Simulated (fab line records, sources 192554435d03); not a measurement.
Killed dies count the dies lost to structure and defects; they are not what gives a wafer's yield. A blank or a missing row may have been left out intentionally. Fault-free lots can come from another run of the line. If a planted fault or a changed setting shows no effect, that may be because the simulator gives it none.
A lot that was struck, set against a sound lot :: flow n5-finfet :: 38 steps out of a route of 1938
Sound: these wafers, L503.1, L503.4, L503.5. Struck: wafer L514.2 (L514.3, L514.6, from the same lot, were not struck and are left out); the cause is given at the end.
For every step that has rows: the tool of each side, followed by ch and its chambers, followed by its first start. Under that, the readings that differ: sound wafers :: struck wafers :: difference of the means :: sigmas: that difference in standard deviations of wafers without a fault.
alike: readings whose means differ by less than 2 such deviations, and words and numbers that are the same on both sides. not compared: withheld readings, readings that some wafer has no value for, bounds like >300 that may hide the same value, and numbers for which the record gives no deviation and whose values overlap.
Wherever a step has rows on one side only, a row that says differs or no value, or a row with sigmas, the two part there. When numbers do not overlap yet have no deviation, they are printed without sigmas and do not part them. A reading that every wafer of one side lacks parts them only if that side has two wafers or more.

first, 9 steps without rows for these wafers: N5_BEOL_M12_SOFTBAKE_23 (time 60 s); N5_BEOL_M12_EXPOSE_25 (exposes mask M12); N5_BEOL_M12_PEB_26 (peb time 90 s); N5_BEOL_M12_DEVELOP_27 (develop time 45 s); N5_BEOL_M12_HARDBAKE_32 (time 120 s); N5_BEOL_M12_DESCUM_33 (chemistry O2, time 7.9 s); N5_BEOL_M12_ETCH_67 (etches SiARC in CF4, target depth 143 nm, time 238.3 s); N5_BEOL_M12_ETCH_68 (etches SOC in N2/H2, time 285 s); N5_BEOL_M12_STRIP_69 (strips in N2/H2).
N5_BEOL_M12_TRENCH_ETCH_34: etches SiOC in C4F8/O2/Ar, target depth 318.95 nm, time 125.5 s.
  sound on rie-diel-01 ch 0,1,3, day 11 19:56; struck on rie-diel-01 ch 0, day 14 22:32
reading: oes-product-au (a.u.)
sound: 0.77 0.90 0.69
struck: 0.96
difference: +0.17
sigmas: +2

reading: rf-vpp-V (V)
sound: 666.9 667.6 660.6
struck: 671.6
difference: +6.6
sigmas: +3

reading: showerhead-plenum-p-Torr (Torr)
sound: 3.44 3.47 3.22
struck: 3.61
difference: +0.23
sigmas: +3

reading: model.etch.depth-nm (nm)
sound: 322.7 328.7 309.8
struck: 471.3
difference: +150.9
sigmas: 
  alike: C4F8_flow_sccm, drypump-motor-current-A, throttle-valve-pct
  not compared: rf-hours-counter-h
then, 1 step without rows for these wafers: N5_BEOL_M12_STRIP_70 (strips in C4F8/O2/Ar).
N5_BEOL_M12_OCD_MEAS_35:
  struck on ocd-02, day 14 22:42; sound on ocd-01, day 11 20:06
reading: trench-depth-nm (nm)
sound: 322 329 309
struck: 471
difference: +151
sigmas: +27
then, 11 steps without rows for these wafers: N5_BEOL_M12_STRIP_37 (strips in N2/H2); N5_BEOL_M12_ETCH_38 (etches SiCN in CF4/N2, target depth 68.7 nm, time 73.4 s); N5_BEOL_M12_PRECLEAN_39 (cleans in residue remover, time 60 s); N5_BEOL_M12_SRD_40 (time 30 s, dry time 30 s); N5_BEOL_M12_DEGAS_41 (time 60 s); N5_BEOL_M12_PRE_CLEAN_42 (time 30 s); N5_BEOL_M12_SPUTTER_43 (material TaN, target thk 15 nm, time 24.19 s); N5_BEOL_M12_SPUTTER_44 (material Ta, target thk 10 nm, time 16.13 s); N5_BEOL_M12_SPUTTER_45 (material Cu, target thk 80 nm, time 13.33 s); N5_BEOL_M12_ECD_47 (material Cu, target thk 720 nm); N5_BEOL_M12_ANNEAL_48 (time 90 s).
N5_BEOL_M12_CMP_49: polishes, stops on SiOC, t overpolish 20.6 s, target thk 320 nm.
  sound on cmp-04 ch 1,2,3, day 11 23:55; struck on cmp-03 ch 0, day 15 00:15
reading: model.Cu_of_BEOL_M12_ECD_47.thk-nm (nm)
sound: 323 328.2 309.2
struck: 470.2
difference: +150.1
sigmas: 
  alike: barrier-field-endpoint-s, motor-current-A, overpolish-run-s, platen-rpm
N5_BEOL_M12_THK_MEAS_50: measures by xrf.
  struck on film-metro-02, day 15 00:32; sound on film-metro-02, day 12 00:08
reading: M12_THK (nm)
sound: 325 333 312
struck: 473
difference: +150
sigmas: +24
then, 2 steps without rows for these wafers: N5_BEOL_M12_PRE_CLEAN_52 (time 15 s); N5_BEOL_M12_DEP_53 (deposits SiCN from 3MS/NH3, target thk 30 nm, time 10.5 s).
N5_BEOL_M12_RS_MEAS_54: measures by four-point-probe.
  struck on film-metro-02, day 15 00:40; sound on film-metro-02, day 12 00:16
reading: M12_RS (ohm/sq)
sound: 0.0595 0.0584 0.0622
struck: 0.0403
difference: -0.0197
sigmas: -18
then, 9 steps without rows for these wafers: N5_BEOL_M13_ILD_DEP_00 (deposits SiOC from DEMS/O2, target thk 837.92 nm, time 166.4 s); N5_BEOL_M13_COAT_58 (time 60 s, resist thk 89 nm); N5_BEOL_M13_COAT_04 (resist thk 400 nm); N5_BEOL_M13_EBR_06; N5_BEOL_M13_SOFTBAKE_05 (time 60 s); N5_BEOL_M13_EXPOSE_07 (exposes mask V12); N5_BEOL_M13_PEB_08 (peb time 90 s); N5_BEOL_M13_DEVELOP_09 (develop time 45 s); N5_BEOL_M13_HARDBAKE_14 (time 120 s).
N5_BEOL_M15_RC_MEAS_101:
  sound on prober-02 ch 0, day 12 20:33; struck on prober-01 ch 0, day 15 17:53
reading: SERP_M11 (ohm/um)
sound: 2.96 2.97 2.95
struck: 3.19
difference: +0.23
sigmas: +2

reading: SERP_M12 (ohm/um)
sound: 0.628 0.621 0.666
struck: 0.409
difference: -0.229
sigmas: -15

reading: SERP_M12_max_site (ohm/um)
sound: 0.648 0.634 0.680
struck: 0.415
difference: -0.239
sigmas: -15
  alike: etest-temp-c, COMB_M10, COMB_M11, COMB_M13, COMB_M14, COMB_M15, COMB_M5, COMB_M6, COMB_M7, COMB_M8, COMB_M9, SERP_M10, SERP_M13, SERP_M14, SERP_M5, SERP_M6, SERP_M7, SERP_M7_max_site, SERP_M8, SERP_M8_max_site, SERP_M9, SERP_M9_max_site

== WHERE THEY PART ==
Earliest at N5_BEOL_M12_TRENCH_ETCH_34; latest, in this record, at N5_BEOL_M15_RC_MEAS_101.

WHY: whatever the simulator had introduced
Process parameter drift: rie-diel-01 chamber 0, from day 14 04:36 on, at N5_BEOL_M12_TRENCH_ETCH_34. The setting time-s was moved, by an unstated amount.
